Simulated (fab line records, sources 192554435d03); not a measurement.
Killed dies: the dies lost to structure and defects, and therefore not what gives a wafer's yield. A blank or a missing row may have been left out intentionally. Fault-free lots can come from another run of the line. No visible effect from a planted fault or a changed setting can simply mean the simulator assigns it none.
Chamber matching | flow n5Finfet | rieDiel-06 running N5_BEOL_M5_STRIP_19: 4 sister chambers
The step strips in O2. 4 wafers are shown with their chamber, then 10 later ones without.

== WAFERS WITH THEIR CHAMBER ==
wafer  | chamber | showerheadPlenumPTorr (Torr)
L085.3 | 2       | 2.10
L085.6 | 1       | 2.03
L086.1 | 0       | 2.17
L086.3 | 3       | 2.20

== WAFERS WITH NO CHAMBER GIVEN ==
wafer  | showerheadPlenumPTorr (Torr)
L086.4 | 2.10
L089.2 | 2.03
L089.3 | 2.20
L089.5 | 2.20
L088.3 | 2.10
L088.4 | 2.03
L088.5 | 2.10
L097.1 | 2.10
L097.3 | 2.16
L097.6 | 2.16

== CHAMBER TAKEN BY EACH ==
wafer  | from the rows above | in truth
L086.4 | 2                   | 2
L089.2 | 1                   | 1
L089.3 | 3                   | 3
L089.5 | 3                   | 3
L088.3 | 2                   | 2
L088.4 | 1                   | 1
L088.5 | 2                   | 2
L097.1 | 2                   | 2
L097.3 | 0                   | 0
L097.6 | 0                   | 0
Placed correctly: 10 of 10. From these rows, 0 cannot be placed. Wrongly placed: 0.
How it was worked out, from the rows above alone: a wafer's distance from a chamber is the root of the sum, over the readings, of the square of ((its reading less the chamber's mean) divided by the reading's scatter). If the next closest chamber is less than 2 further off than the closest, the wafer can't be placed; otherwise it belongs to the closest. A chamber's mean is the mean of its shown wafers. The scatter (one wafer shown for each chamber): square how far every hidden wafer sits from the nearest shown wafer, average those squares and take the square root.
